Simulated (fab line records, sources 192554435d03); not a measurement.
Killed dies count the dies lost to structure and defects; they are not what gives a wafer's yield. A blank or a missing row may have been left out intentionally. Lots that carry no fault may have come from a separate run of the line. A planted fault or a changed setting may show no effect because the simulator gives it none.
Chamber matching ; flow n5_finfet ; N5_DUMMY_GATE_ETCH_31 on rie_diel-03: 4 sister chambers
The step etches SiO2 in C4F6/O2, target depth 82.5 nm, time 27.5 s. 33 wafers are shown with their chamber, then 12 later ones without.

EACH WAFER AND ITS CHAMBER
wafer;chamber;drypump_motor_current_A (A);showerhead_plenum_p_Torr (Torr);throttle_valve_pct (%)
L074.1;1;5.6;2.73;21.39
L074.2;3;5.5;2.74;21.10
L074.3;2;6.5;2.83;21.01
L078.2;2;6.6;2.82;21.04
L078.4;1;5.6;2.73;21.40
L078.5;2;6.6;2.82;21.03
L079.1;2;6.6;2.82;21.04
L079.2;3;5.5;2.73;21.11
L079.3;1;5.6;2.73;21.39
L079.4;0;5.8;2.89;21.16
L079.5;1;5.6;2.73;21.40
L079.6;0;5.8;2.89;21.16
L080.1;1;5.6;2.73;21.41
L080.2;0;5.8;2.89;21.17
L080.3;3;5.5;2.73;21.09
L080.4;2;6.5;2.82;21.04
L080.5;0;5.9;2.89;21.19
L080.6;1;5.6;2.73;21.41
L082.1;2;6.5;2.82;21.01
L082.2;0;5.8;2.89;21.19
L082.3;1;5.6;2.73;21.40
L082.4;2;6.5;2.82;21.04
L082.5;0;5.9;2.89;21.18
L082.6;1;5.6;2.73;21.41
L086.3;0;5.9;2.88;21.20
L086.4;2;6.6;2.82;21.04
L086.6;0;5.9;2.88;21.19
L087.2;3;5.5;2.73;21.09
L087.3;1;5.6;2.72;21.43
L087.4;0;5.8;2.88;21.20
L088.3;0;5.8;2.88;21.20
L088.4;1;5.6;2.72;21.40
L088.5;1;5.6;2.72;21.42

SIGNATURES (averages over the wafers above)
reading;chamber 0;chamber 1;chamber 2;chamber 3;scatter within a chamber
drypump_motor_current_A;5.840;5.600;6.550;5.500;0.039
showerhead_plenum_p_Torr;2.8860;2.7273;2.8213;2.7325;0.00463
throttle_valve_pct;21.1840;21.4055;21.0312;21.0975;0.0135
Rule: for each reading, subtract the chamber's mean from the wafer's reading, divide by that reading's scatter and square the result; add these up over the readings and take the root, which gives the wafer's distance from the chamber. If the next closest chamber is less than 2 further off than the closest, the wafer can't be placed; otherwise it belongs to the closest. The scatter: the root of (the sum of the squares of (reading less its chamber's mean) over the shown wafers, divided by (wafers less chambers)).

WAFERS WITHOUT THEIR CHAMBER
wafer;drypump_motor_current_A (A);showerhead_plenum_p_Torr (Torr);throttle_valve_pct (%)
L089.1;5.6;2.72;21.43
L089.2;5.8;2.88;21.20
L089.3;5.5;2.73;21.11
L089.4;6.6;2.81;21.03
L089.5;5.5;2.73;21.13
L089.6;5.8;2.88;21.21
L093.2;5.8;2.88;21.20
L093.4;5.5;2.72;21.13
L093.6;5.8;2.88;21.23
L097.2;5.6;2.71;21.46
L097.5;5.8;2.88;21.22
L097.6;5.6;2.71;21.46

EACH ONE'S CHAMBER
wafer;from the rows above;in truth
L089.1;1;1
L089.2;0;0
L089.3;3;3
L089.4;2;2
L089.5;3;3
L089.6;0;0
L093.2;0;0
L093.4;3;3
L093.6;0;0
L097.2;1;1
L097.5;0;0
L097.6;1;1
12 of 12 placed correctly. From these rows, 0 cannot be placed. Wrongly placed: 0.
